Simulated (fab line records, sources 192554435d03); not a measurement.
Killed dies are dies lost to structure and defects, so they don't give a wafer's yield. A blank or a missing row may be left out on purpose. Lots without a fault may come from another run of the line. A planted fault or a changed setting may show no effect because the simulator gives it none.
Split-lot experiment | flow n5_finfet | 7 lots, 21 wafers read, on a route of 1938 steps

THE SPLIT
At N5_BEOL_M5_COAT_22 (resist thk 30 nm), the setting spin_rpm was moved away from the recipe's 1500 rpm on 5 of the 21 wafers read, by -5.5% to +9.7%. The other wafers ran this setting at the recipe's value.

FROM THE SPLIT TO THE READING: what the file shows between them, 4 steps
- N5_BEOL_M5_EBR_24
- N5_BEOL_M5_SOFTBAKE_23: time 60 s
- N5_BEOL_M5_DESCUM_33: chemistry O2, time 7 s
- N5_BEOL_M5_ETCH_75: etches underlayer in N2/H2, target depth 6.5 nm, time 5.2 s

THE READING
CAR-EUV_of_BEOL_M5_COAT_22.thk_nm (the simulator's own value, which no gauge read), in nm, at N5_BEOL_M5_ETCH_67 (etches SiARC in CF4, target depth 15.6 nm, time 26 s). The file gives no usual value for it. The 16 wafers here that ran the recipe average 11.2 nm, standard deviation 0.14 nm.

wafer  | tool, chamber at the split | spin_rpm as run, rpm | against the recipe | CAR-EUV_of_BEOL_M5_COAT_22.thk_nm, nm | against lot-mates on the recipe
L078.1 | litho_track-04, 0          | 1645                 | +9.7%              | 9.6                                   | -1.6
L078.4 | litho_track-04, 0          | 1500                 | recipe             | 11.2                                  | -
L078.5 | litho_track-04, 0          | 1645                 | +9.7%              | 9.8                                   | -1.4
L081.2 | litho_track-02, 0          | 1500                 | recipe             | 11                                    | -
L081.3 | litho_track-02, 0          | 1500                 | recipe             | 11.2                                  | -
L081.5 | litho_track-02, 0          | 1500                 | recipe             | 11.2                                  | -
L080.3 | litho_track-04, 0          | 1615                 | +7.7%              | 10.2                                  | -1.2
L080.4 | litho_track-04, 0          | 1615                 | +7.7%              | 10.4                                  | -1.0
L080.6 | litho_track-04, 0          | 1500                 | recipe             | 11.4                                  | -
L088.1 | litho_track-01, 0          | 1500                 | recipe             | 11.2                                  | -
L088.3 | litho_track-01, 0          | 1500                 | recipe             | 11                                    | -
L088.5 | litho_track-01, 0          | 1417                 | -5.5%              | 11.8                                  | +0.7
L091.1 | litho_track-02, 0          | 1500                 | recipe             | 11.4                                  | -
L091.2 | litho_track-02, 0          | 1500                 | recipe             | 11.2                                  | -
L091.6 | litho_track-02, 0          | 1500                 | recipe             | 11.2                                  | -
L093.1 | litho_track-01, 0          | 1500                 | recipe             | 11.2                                  | -
L093.2 | litho_track-01, 0          | 1500                 | recipe             | 11.2                                  | -
L093.4 | litho_track-01, 0          | 1500                 | recipe             | 11.4                                  | -
L096.2 | litho_track-01, 0          | 1500                 | recipe             | 11                                    | -
L096.5 | litho_track-01, 0          | 1500                 | recipe             | 11                                    | -
L096.6 | litho_track-01, 0          | 1500                 | recipe             | 11                                    | -

THE FIT
A straight line over all 21 wafers: CAR-EUV_of_BEOL_M5_COAT_22.thk_nm changes by -0.135 nm for each +1% of spin_rpm; r = -0.96; the points scatter about the line by 0.16 nm.
The same after taking each lot's own level away (the mean of its wafers on the recipe; 21 wafers): -0.148 nm for each +1%; r = -0.99; scatter 0.093 nm.
On that fit, the largest move of spin_rpm shifts the reading by 1.4 nm.
The lots' own levels span 11.00 to 11.40 nm, that is 2.9 times the standard deviation above.
So the lot-to-lot level changes the slope little: the two slopes agree.
Check: with one of the wafers moved furthest among these (+9.7%) left out of the fit, the line predicts -1.37 nm for it against its lot-mates. It came out at -1.6 nm against them.

OTHER SPLITS ON THESE WAFERS
These wafers also went through other splits before the reading. Each is held against what the fit with the lots' levels taken away leaves over:
other split on the same wafers | wafers away from the commonest value | r with CAR-EUV_of_BEOL_M5_COAT_22.thk_nm (lot level and that fit taken away)
N5_BEOL_M4_EXPOSE_08 dose_mj   | 11                                   | -0.03
N5_BEOL_M5_ETCH_72 bias_w      | 7                                    | -0.19

THE WHOLE CHAIN: every reading that the file lists as answering this split, in the file's order
step               | what it does                                         | reading                                                                            | change (the file's fit)               | r (the file's)
N5_BEOL_M5_COAT_22 | resist thk 30 nm                                     | CAR-EUV_of_BEOL_M5_COAT_22.thk_nm (the simulator's own value, which no gauge read) | -0.138 nm for each +1% of the setting | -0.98
N5_BEOL_M5_ETCH_67 | etches SiARC in CF4, target depth 15.6 nm, time 26 s | CAR-EUV_of_BEOL_M5_COAT_22.thk_nm (the simulator's own value, which no gauge read) | -0.147 nm for each +1% of the setting | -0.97

THE FILE'S OWN FIT
CAR-EUV_of_BEOL_M5_COAT_22.thk_nm changes by -0.147 nm for each +1% of spin_rpm, r = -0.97.
